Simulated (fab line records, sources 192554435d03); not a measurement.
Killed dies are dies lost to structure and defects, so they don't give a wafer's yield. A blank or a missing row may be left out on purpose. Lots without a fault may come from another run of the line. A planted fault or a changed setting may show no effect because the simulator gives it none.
Split-lot experiment | flow n5_finfet | 7 lots, 21 wafers read, on a route of 1938 steps

THE SPLIT
At N5_BEOL_M7_ETCH_61 (etches SiARC in CF4, target depth 45.5 nm, time 75.8 s), the setting source_w was moved away from the recipe's 545 W on 7 of the 21 wafers read, by -14.5% to +14.0%. The other wafers ran this setting at the recipe's value.

The reading is taken at the split's own step.

THE READING
rf_vpp_V, in V, at N5_BEOL_M7_ETCH_61 (etches SiARC in CF4, target depth 45.5 nm, time 75.8 s). Fault-free wafers of this fab line usually give 184.3 V, standard deviation 1.3 V.

wafer  | tool, chamber at the split | source_w as run, W | against the recipe | rf_vpp_V, V | against lot-mates on the recipe
L074.2 | rie_diel-02, 0             | 545                | recipe             | 186.0       | -
L074.3 | rie_diel-02, 1             | 516.6              | -5.2%              | 189.8       | +3.7
L074.5 | rie_diel-02, 2             | 545                | recipe             | 186.3       | -
L086.3 | rie_diel-06, 1             | 621.3              | +14.0%             | 175.8       | -8.2
L086.5 | rie_diel-06, 1             | 621.3              | +14.0%             | 176.9       | -7.1
L086.6 | rie_diel-06, 0             | 545                | recipe             | 184.0       | -
L081.1 | rie_diel-05, 2             | 545                | recipe             | 184.3       | -
L081.2 | rie_diel-05, 0             | 545                | recipe             | 182.6       | -
L081.4 | rie_diel-05, 1             | 545                | recipe             | 184.6       | -
L090.2 | rie_diel-02, 3             | 545                | recipe             | 183.9       | -
L090.3 | rie_diel-02, 2             | 584.1              | +7.2%              | 181.5       | -2.6
L090.6 | rie_diel-02, 2             | 545                | recipe             | 184.3       | -
L089.3 | rie_diel-05, 0             | 465.9              | -14.5%             | 192.2       | +9.5
L089.4 | rie_diel-05, 2             | 465.9              | -14.5%             | 195.4       | +12.7
L089.6 | rie_diel-05, 0             | 545                | recipe             | 182.7       | -
L087.3 | rie_diel-02, 3             | 545                | recipe             | 183.0       | -
L087.4 | rie_diel-02, 2             | 545                | recipe             | 185.4       | -
L087.5 | rie_diel-02, 1             | 545                | recipe             | 186.5       | -
L093.3 | rie_diel-06, 0             | 545                | recipe             | 185.3       | -
L093.4 | rie_diel-06, 3             | 545                | recipe             | 184.6       | -
L093.6 | rie_diel-06, 2             | 597.9              | +9.7%              | 178.5       | -6.4

THE FIT
A straight line over all 21 wafers: rf_vpp_V changes by -0.617 V for each +1% of source_w; r = -0.96; the points scatter about the line by 1.3 V.
The same after taking each lot's own level away (the mean of its wafers on the recipe; 21 wafers): -0.65 V for each +1%; r = -0.97; scatter 1.2 V.
On that fit, the largest move of source_w shifts the reading by 9.4 V.
The lots' own levels span 182.70 to 186.15 V, that is 2.7 times the standard deviation above.
So the lot-to-lot level changes the slope little: the two slopes agree.
Check: with one of the wafers moved furthest among these (-14.5%) left out of the fit, the line predicts +9.96 V for it against its lot-mates. It came out at +9.5 V against them.
Tool readings at the split's step, against how far the setting was moved: rf_vpp_V r = -0.96.

OTHER SPLITS ON THESE WAFERS
These wafers also went through other splits before the reading. Each is held against what the fit with the lots' levels taken away leaves over:
other split on the same wafers   | wafers away from the commonest value | r with rf_vpp_V (lot level and that fit taken away)
N5_BEOL_M6_TRENCH_ETCH_37 time_s | 6                                    | -0.38
N5_BEOL_M7_COAT_60 spin_rpm      | 6                                    | +0.42

THE FILE'S OWN FIT
rf_vpp_V changes by -0.638 V for each +1% of source_w, r = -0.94.
